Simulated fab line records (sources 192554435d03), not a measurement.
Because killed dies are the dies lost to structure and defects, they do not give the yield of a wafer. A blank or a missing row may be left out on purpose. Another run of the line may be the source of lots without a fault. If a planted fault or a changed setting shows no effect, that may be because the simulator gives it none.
8D (eight disciplines) problem report, filled in by code :: flow n5_finfet :: the parts of the form that need people (team, actions taken, sign-off) are left out

== 1. THE ISSUE ==
N5_BEOL_M5_INSPECT_58, raw_defect_count: mean 316 over 1 wafer from 1 lot; wafers with no fault: 77, standard deviation 24. That puts it +10 standard deviations away from the usual mean.
The step: inspects for defects (darkfield).
First seen on wafer L822.4, day 11 06:41, on defect_inspect-02. At this step, 32 wafers from 11 lots have a number in the record. Rule for "out", or "out of limits": more than 4 standard deviations from the usual mean. Any other wafer with a number is counted as sound.

== 2. WHAT THIS IS AND IS NOT ==
question: which readings at this step
is: raw_defect_count
is not: -

question: which lots
is: L822
is not: L815, L817, L819, L830, L832, L834, L835, L836, L837, L838

question: which wafers of those lots
is: L822.4
is not: L822.2, L822.6

question: read on which gauges
is: defect_inspect-02
is not: defect_inspect-01

question: when
is: from day 11 06:41
is not: up to then (11 sound wafers); but 20 sound wafers of L830, L832, L834, L835, L836, L837, L838 came after

== 3. SUSPECTS, AND WHAT RULES EACH OUT ==
Counting: a tool at a process step up to the reading stays a suspect if it ran every lot that is out. Sound lots after the first of them don't rule it out here, since some wafers of a struck lot are sound.
- ruled out: the gauge at N5_BEOL_M5_INSPECT_58. All the wafers that are out were read on defect_inspect-02, but those of them that N5_PASSIVATION_PROBE_49 has rows for are out there too, on other tools.
- pvd_sputter-03 at N5_BEOL_M5_SPUTTER_83 (material Cu, target thk 15 nm, time 27.62 s): kept. It ran the lot that is out, L822 (day 11 03:14).
- pvd_sputter-03 at N5_BEOL_M5_ANNEAL_84 (time 1800 s): kept. It ran the lot that is out, L822 (day 11 03:19).
- cvd_co-01 at N5_BEOL_M5_CO_CAP_78 (material Co, precursor CCTBA/H2, target thk 2 nm, time 102.1 s): kept. L822, the lot that is out, went through it at day 11 06:29; up to then, the latest sound lot through it was L815 at day 10 11:24.
- Within cvd_co-01 at N5_BEOL_M5_CO_CAP_78, the wafers that are out were processed in chamber 1 and their sound lot-mates in chamber 0.
Still standing after the count: pvd_sputter-03 at N5_BEOL_M5_SPUTTER_83, pvd_sputter-03 at N5_BEOL_M5_ANNEAL_84, cvd_co-01 at N5_BEOL_M5_CO_CAP_78.

== 4. THE CAUSE (what the simulator had put in) ==
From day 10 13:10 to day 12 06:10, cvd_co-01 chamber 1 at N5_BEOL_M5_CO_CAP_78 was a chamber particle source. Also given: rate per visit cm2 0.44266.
After counting, 3 suspects remain, this tool included.

== 5. SEQUENCE OF EFFECTS, ordered by route ==
Each row: a reading where the mean over the struck wafers with a number is more than 3 standard deviations away from the usual. Only readings whose record carries a usual standard deviation are examined. hours: median over the lots of the time between each lot's start at the first step of this table that gives one and its start at this step. sigmas: the change, counted in usual standard deviations.
hours: 0
step: N5_BEOL_M5_INSPECT_58
reading: raw_defect_count
usual: 77
on struck wafers: 316
change: +239
sigmas: +10

hours: 97
step: N5_PASSIVATION_PROBE_49
reading: defect_limited_yield
usual: 91.2 %
on struck wafers: 85.2
change: -6.0
sigmas: -4.0

hours: 97
step: N5_PASSIVATION_PROBE_49
reading: killed_at_M4_up
usual: 14
on struck wafers: 115
change: +101
sigmas: +20

hours: 97
step: N5_PASSIVATION_PROBE_49
reading: killed_dies
usual: 104
on struck wafers: 175
change: +71
sigmas: +3.9

hours: 97
step: N5_PASSIVATION_PROBE_49
reading: sort_bin_5_function
usual: 5.2 %
on struck wafers: 10.1
change: +4.9
sigmas: +4.9

hours: 97
step: N5_PASSIVATION_PROBE_49
reading: sort_n_pass
usual: 1076
on struck wafers: 1005
change: -71
sigmas: -3.9

hours: 97
step: N5_PASSIVATION_PROBE_49
reading: sort_yield_pct
usual: 91.2 %
on struck wafers: 85.2
change: -6.0
sigmas: -4.0
It contains these process steps:
- N5_PASSIVATION_PROBE_49

== 6. HOW IT WOULD HAVE BEEN CAUGHT EARLIER ==
18 hours passed between the start of the fault at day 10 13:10 and the first reading out of limits at a measuring or inspecting step in this record, taken at day 11 06:41.
No tool reading at N5_BEOL_M5_CO_CAP_78 that has a usual standard deviation in the record was out on any struck wafer, so an alarm limit of 4 standard deviations on those readings would not have fired.
The start of N5_BEOL_M5_CO_CAP_78 on cvd_co-01 came by day 11 06:41 for every one of the lots that are out (1). Holding the tool at that point would not have protected any of them.
